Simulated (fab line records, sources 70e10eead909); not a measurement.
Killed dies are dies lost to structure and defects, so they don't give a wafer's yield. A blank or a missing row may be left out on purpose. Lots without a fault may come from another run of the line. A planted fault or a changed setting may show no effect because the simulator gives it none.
A struck lot beside a sound one | flow nand_harc | 15 steps out of a route of 1302
Sound: wafers L581.1, L581.3, L581.5. Struck: wafers L583.1, L583.3, L583.5. The cause comes at the end.
At each step with rows: each side's tool, then ch and its chambers, then its first start. Under that, the readings that differ: sound wafers | struck wafers | difference of the means | sigmas: that difference in standard deviations of wafers without a fault.
alike: readings whose means differ by less than 2 such deviations, and words and numbers that are the same on both sides. not compared: withheld readings, readings that some wafer has no value for, bounds like >300 that may hide the same value, and numbers for which the record gives no deviation and whose values overlap.
The two part at a step that has a row with sigmas, a row that says differs or no value, or rows on one side only. Numbers that don't overlap but have no deviation are shown without sigmas and don't part them. A reading that every wafer of one side lacks parts them only if that side has two wafers or more.

first, 8 steps without rows for these wafers: NHARC_A_CHANNEL_HOLE_D1_COAT_36 (time 75 s); NHARC_A_CHANNEL_HOLE_D1_COAT_37 (time 65 s); NHARC_A_CHANNEL_HOLE_D1_COAT_04 (resist thk 90 nm); NHARC_A_CHANNEL_HOLE_D1_SOFTBAKE_05 (time 55 s); NHARC_A_CHANNEL_HOLE_D1_EBR_06; NHARC_A_CHANNEL_HOLE_D1_EXPOSE_07 (exposes mask HOLE D1, target cd 100 nm); NHARC_A_CHANNEL_HOLE_D1_PEB_08 (peb time 65 s); NHARC_A_CHANNEL_HOLE_D1_DEVELOP_09 (develop time 35 s).
NHARC_A_CHANNEL_HOLE_D1_CD_MEAS_10: target cd 100 nm.
  sound on cd_sem-01 ch 0, day 9 16:16; struck on cd_sem-03 ch 0, day 11 00:41
  alike: cd_nm
NHARC_A_CHANNEL_HOLE_D1_OVL_MEAS_11:
  sound on overlay-01, day 9 16:21; struck on overlay-02, day 11 00:47
  alike: overlay_x_nm, overlay_y_nm
NHARC_A_CHANNEL_HOLE_D1_INSPECT_12:
  sound on defect_inspect-01, day 9 16:23; struck on defect_inspect-02, day 11 00:49
  alike: raw_defect_count
NHARC_A_CHANNEL_HOLE_D1_DESCUM_15: chemistry O2, time 3 s.
  sound on rie_diel-10 ch 0,2,3, day 9 16:28; struck on rie_diel-10 ch 1,2,3, day 11 00:53
  alike: chamber_pressure_mTorr, drypump_motor_current_A, oes_product_au, rf_vpp_V, showerhead_plenum_p_Torr, throttle_valve_pct
  not compared: rf_hours_counter_h
NHARC_A_CHANNEL_HOLE_D1_ETCH_38: etches the open film in CF4, target depth 39 nm, time 65 s.
  sound on rie_diel-10 ch 0,1,3, day 9 16:33; struck on rie_diel-10 ch 2,3, day 11 00:58
  no value came back on the struck wafers for any of 8 readings (bias_w (W), cf4_flow_sccm (sccm) and others); on the sound wafers bias_w (W) reads 99.71 99.93 100.54
  not compared: rf_hours_counter_h
NHARC_A_CHANNEL_HOLE_D1_ETCH_39: etches the open film in N2/H2, target depth 260 nm, time 325 s.
  sound on rie_diel-10 ch 1,2,3; struck on rie_diel-10 ch 2,3, day 11 01:03
  alike: bias_w, chamber_pressure_mTorr, drypump_motor_current_A, oes_product_au, rf_vpp_V, showerhead_plenum_p_Torr, throttle_valve_pct
  not compared: rf_hours_counter_h
-- the record jumps here: 17 days lie between the struck wafers' starts before and after (it left off in module A_CHANNEL_HOLE_D1 and takes up again in module END, whose first step shown is number 1302 of the route) --
NHARC_END_SORT_01:
  the record has rows for the struck wafers here (prober-01 ch 0, day 27 13:25) and none for the sound ones

WHERE THEY PART
First at NHARC_A_CHANNEL_HOLE_D1_ETCH_38; last, within this record, at NHARC_END_SORT_01.

WHY: what the simulator had put in
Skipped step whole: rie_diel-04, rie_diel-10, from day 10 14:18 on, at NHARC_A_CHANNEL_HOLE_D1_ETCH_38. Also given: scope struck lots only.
